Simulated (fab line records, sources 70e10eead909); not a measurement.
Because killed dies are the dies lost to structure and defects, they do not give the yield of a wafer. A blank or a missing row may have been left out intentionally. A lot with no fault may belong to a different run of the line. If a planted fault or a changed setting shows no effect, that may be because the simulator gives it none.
A struck lot beside a sound one -- flow nand harc -- 17 steps out of a route of 1302
Sound: these wafers, L468.3, L468.4, L468.6. Wafers struck: L474.2, L474.3, L474.5. The cause comes at the end.
At each step with rows: each side's tool, then ch and its chambers, then its first start. Under that, the readings that differ: sound wafers -- struck wafers -- difference of the means -- sigmas: that difference in standard deviations of wafers without a fault.
alike: words and numbers the same on both sides, and readings whose means are apart by under 2 such deviations; not compared: readings that were withheld, readings missing a value for some wafer, numbers with overlapping values and no deviation given by the record, and bounds like >300 which may hide the same value.
Wherever a step has rows on one side only, a row that says differs or no value, or a row with sigmas, the two part there. Numbers that have no deviation but don't overlap get no sigmas and don't part them. A reading missing from all wafers of one side parts the sides only when that side holds two or more wafers.

NHARC_P_M1_INSPECT_11:
  sound on defect inspect-02 at day 9 19:33; struck on defect inspect-02 at day 12 09:35
  alike: raw defect count
then, 1 step without rows for these wafers: NHARC_P_M1_DESCUM_14 (chemistry O2, time 3 s).
NHARC_P_M1_ETCH_35: etches the open film in N2/H2, target depth 40 nm, overetch 12 nm, time 43.94 s.
  sound on rie diel-10 ch 1,3, day 9 19:41; struck on rie diel-13 ch 0,1, day 12 09:44
  alike: drypump motor current A, oes product au, rf vpp V, showerhead plenum p Torr, throttle valve pct
  not compared: rf hours counter h
then, 1 step without rows for these wafers: NHARC_P_M1_ETCH_15 (etches the open film in C4F8/Ar, target depth 182.5 nm, time 91.2 s).
NHARC_P_M1_CD_MEAS_16:
  sound on cd sem-02 at day 9 19:55; struck on cd sem-01 at day 12 09:57
  alike: cd nm
NHARC_P_M1_STRIP_18: strips in N2/H2.
  sound on rie diel-13 ch 1,2,3, day 9 19:59; struck on rie diel-10 ch 0,2,3, day 12 10:02
  alike: drypump motor current A, oes product au, rf vpp V, showerhead plenum p Torr, throttle valve pct
  not compared: rf hours counter h
then, 4 steps without rows for these wafers: NHARC_P_M1_ETCH_28 (etches the open film in CF4/N2, target depth 30 nm, time 72.99 s); NHARC_P_M1_STRIP_19 (strips in post etch residue remover, time 600 s); NHARC_P_M1_DEGAS_29 (time 60 s); NHARC_P_M1_PRE_CLEAN_30 (time 30 s).
NHARC_P_M1_PVD_20: deposits TaN, target thk 5 nm, time 8.06 s.
  sound on pvd sputter-02; struck on pvd sputter-01
  alike: throttle valve pct
NHARC_P_M1_PVD_21: deposits Cu, target thk 30 nm, time 20.49 s.
  sound on pvd sputter-02; struck on pvd sputter-01
  alike: throttle valve pct
NHARC_P_M1_ECD_22: material Cu, target thk 400 nm.
  sound on ecd cu-02 ch 0,1, day 9 21:07; struck on ecd cu-02 ch 0,1, day 12 11:34
NHARC_P_M1_ANNEAL_31: time 90 s.
  sound on rtp anneal-01 ch 0, day 9 21:31; struck on rtp anneal-01 ch 0, day 12 12:02
  alike: wafer_temp_C_max
NHARC_P_M1_CMP_23: polishes, t overpolish 20 s, target thk 157.82 nm.
  sound on cmp-04 ch 0,1,3, day 9 21:47; struck on cmp-04 ch 1,2, day 12 12:20
reading,sound,struck,difference,sigmas
time to endpoint s (s),33.5 29.8 30.3,54.5 52.2 55.0,+22.7,+9
  alike: motor current A
NHARC_P_M1_THK_MEAS_24: measures by xrf.
  sound on film metro-02 at day 9 22:05; struck on film metro-02 at day 12 12:40
  alike: thk nm
-- the record jumps here: 19 days lie between the struck wafers' starts before and after (it left off in module P_M1 and takes up again in module END, whose first step shown is number 1302 of the route) --
NHARC_END_SORT_01:
  sound on prober-01 ch 0, day 28 01:17; struck on prober-01 ch 0, day 31 20:50
  alike: defect limited yield, killed at array, killed at other, killed at periphery, killed dies, killed open, killed short, sort_bin_2_pct, sort_bin_3_pct, sort_bin_4_pct, sort n pass, sort rim yield pct, sort yield pct

## WHERE THEY PART
NHARC_P_M1_CMP_23 only, going by this record. Later steps at which nothing parts them and some readings are alike: NHARC_P_M1_THK_MEAS_24, NHARC_END_SORT_01.

WHY: what the simulator had put in
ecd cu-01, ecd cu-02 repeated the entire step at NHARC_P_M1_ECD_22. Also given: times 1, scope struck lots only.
